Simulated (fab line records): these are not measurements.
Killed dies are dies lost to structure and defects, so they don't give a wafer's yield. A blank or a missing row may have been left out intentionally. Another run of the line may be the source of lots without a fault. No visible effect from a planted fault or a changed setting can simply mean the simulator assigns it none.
Chamber matching ; flow n5-finfet ; N5_MOL_CONTACT_COAG_VIA_ETCH_117 on rie-diel-06: 4 sister chambers
The step etches SiO2 in C4F6/O2, target depth 40 nm, overetch 8 nm, time 26 s. 4 wafers are shown with their chamber, then 8 later ones without.

WAFERS WITH THEIR CHAMBER
wafer;chamber;rf-vpp-V (V)
L086.2;0;1642
L086.4;1;1558
L091.5;2;1617
L092.1;3;1600

WAFERS WHOSE CHAMBER IS MISSING
wafer;rf-vpp-V (V)
L092.3;1558
L092.6;1602
L094.2;1642
L094.3;1556
L094.6;1557
L097.3;1557
L097.5;1617
L097.6;1557

WHICH CHAMBER EACH ONE RAN IN
wafer;from the rows above;in truth
L092.3;1;1
L092.6;3;3
L094.2;0;0
L094.3;1;1
L094.6;1;1
L097.3;1;1
L097.5;2;2
L097.6;1;1
Placed correctly: 8 of 8. Not placeable from these rows: 0. Wrongly placed: 0.
How it was worked out, from the rows above alone: a wafer's distance from a chamber is the root of the sum, over the readings, of the square of ((its reading less the chamber's mean) divided by the reading's scatter). The wafer belongs to the nearest chamber; if the next one is less than 2 further off, it can't be placed. For every chamber, the mean is computed from those of its wafers that are shown. The scatter: with one shown wafer a chamber, the root of the mean of the squares of how far each hidden wafer lies from its nearest shown one.
